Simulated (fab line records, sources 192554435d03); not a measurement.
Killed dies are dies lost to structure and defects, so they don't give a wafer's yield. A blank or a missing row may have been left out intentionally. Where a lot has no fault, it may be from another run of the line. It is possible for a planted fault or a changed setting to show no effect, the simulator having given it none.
A lot that was struck, set against a sound lot ; flow n5_finfet ; 16 out of 1938 route steps
Sound: the wafers L636.1, L636.2, L636.3. Struck: wafer L646.6 (left out: L646.2, L646.3 of the same lot, which were not struck); the cause appears at the end.
Each step with rows lists, per side, the tool, then ch with its chambers, then its first start. Under that, the readings that differ: sound wafers ; struck wafers ; difference of the means ; sigmas: that difference in standard deviations of wafers without a fault.
alike: readings whose means differ by less than 2 such deviations, and words and numbers that are the same on both sides. not compared: withheld readings, readings that some wafer has no value for, bounds like >300 that may hide the same value, and numbers for which the record gives no deviation and whose values overlap.
A row with sigmas, a row that says differs or no value, or rows on one side alone: a step with any of these is where the two part. Numbers that have no deviation but don't overlap get no sigmas and don't part them. A reading that every wafer of one side lacks parts them only if that side has two wafers or more.

first, 6 steps without rows for these wafers: N5_MOL_CONTACT_COAG_COAT_34 (resist thk 40 nm); N5_MOL_CONTACT_COAG_EBR_36; N5_MOL_CONTACT_COAG_SOFTBAKE_35 (time 60 s); N5_MOL_CONTACT_COAG_EXPOSE_37 (exposes mask VD, defocus 0 nm); N5_MOL_CONTACT_COAG_PEB_38 (peb time 60 s); N5_MOL_CONTACT_COAG_DEVELOP_39 (develop time 30 s).
N5_MOL_CONTACT_COAG_CD_MEAS_40: the cd target is 25.1 nm.
  sound on cd_sem-03 ch 0, day 6 02:29; struck on cd_sem-02 ch 0, day 8 12:17
  alike: cd_nm
N5_MOL_CONTACT_COAG_OVL_MEAS_41:
  sound on overlay-01 ch 0, day 6 02:31; struck on overlay-02 ch 0, day 8 12:21
  alike: VD_OVL
N5_MOL_CONTACT_COAG_INSPECT_42: inspects for defects (brightfield).
  sound: defect_inspect-01 at day 6 02:34; struck: defect_inspect-02 at day 8 12:24
  alike: raw_defect_count
N5_MOL_CONTACT_COAG_DESCUM_45: chemistry O2, time 7 s.
  sound on rie_diel-06 ch 0,2,3, day 6 02:36; struck on rie_diel-03 ch 1, day 8 12:29
  alike: drypump_motor_current_A, oes_product_au, rf_vpp_V, showerhead_plenum_p_Torr, throttle_valve_pct
  not compared: rf_hours_counter_h
N5_MOL_CONTACT_COAG_ETCH_65: etches underlayer in N2/H2, target depth 13 nm, time 10.4 s.
  sound on rie_diel-06 ch 0,2,3, day 6 02:38; struck on rie_diel-03 ch 1, day 8 12:32
  alike: drypump_motor_current_A, etch_rf_on_time_s, n2_flow_sccm, oes_product_au, rf_vpp_V, showerhead_plenum_p_Torr, throttle_valve_pct
  not compared: rf_hours_counter_h
N5_MOL_CONTACT_COAG_ETCH_66: etches SiARC in CF4, target depth 13 nm, time 21.7 s.
  sound on rie_diel-06 ch 0,2,3, day 6 02:39; struck on rie_diel-03 ch 1, day 8 12:33
  alike: drypump_motor_current_A, etch_rf_on_time_s, mfc_ar_sccm, oes_product_au, rf_vpp_V, showerhead_plenum_p_Torr, throttle_valve_pct
  not compared: rf_hours_counter_h
N5_MOL_CONTACT_COAG_ALD_133: deposits SiO2, target thk 5 nm, pulse time 1 s, co reactant pulse time 1 s.
  sound on ald_sin-03 ch 1,2,3, day 6 02:44; struck on ald_sin-03 ch 2, day 8 12:45
reading;sound;struck;difference;sigmas
ald_cycles;35 35 35;37;+2;
precursor_pulse_height_rel;0.984 0.997 0.956;1.034;+0.055;+2
  alike: heater_power_w
N5_MOL_CONTACT_COAG_ETCHBACK_134: etches SiO2 in CHF3, target depth 10 nm, time 6.7 s.
  sound on rie_diel-03 ch 1,2,3, day 6 02:55; struck on rie_diel-06 ch 0, day 8 12:56
reading;sound;struck;difference;sigmas
rf_vpp_V (V);536 529 529;517;-14;-3
  alike: drypump_motor_current_A, mfc_ar_sccm, oes_f_703_au, oes_product_au, showerhead_plenum_p_Torr, throttle_valve_pct
  not compared: rf_hours_counter_h
-- a jump in the record: the struck wafers' starts before and after are 3 days apart (it breaks off in module MOL_CONTACT_COAG and resumes in module BEOL_M4, where the first step shown is number 1111 of the route) --
N5_BEOL_M4_RC_MEAS_101:
  sound on prober-02 ch 0, day 8 23:53; struck on prober-01 ch 0, day 11 18:04
reading;sound;struck;difference;sigmas
DIBL_N (mV/V);38.0 37.2 37.8;34.7;-3.0;-2
  alike: DIBL_P, IOFF_N, IOFF_P, ION_N, ION_P, SS_N, SS_P, VT_N, VT_P
then, 1 step without rows for these wafers: N5_PASSIVATION_PROBE_49.

== WHERE THEY PART ==
At N5_MOL_CONTACT_COAG_ALD_133 first; at N5_BEOL_M4_RC_MEAS_101 last (within this record only).

WHY: what had been put in by the simulator
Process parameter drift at N5_MOL_CONTACT_COAG_ALD_133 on ald_sin-03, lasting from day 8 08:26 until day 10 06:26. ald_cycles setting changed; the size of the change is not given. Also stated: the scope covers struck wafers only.
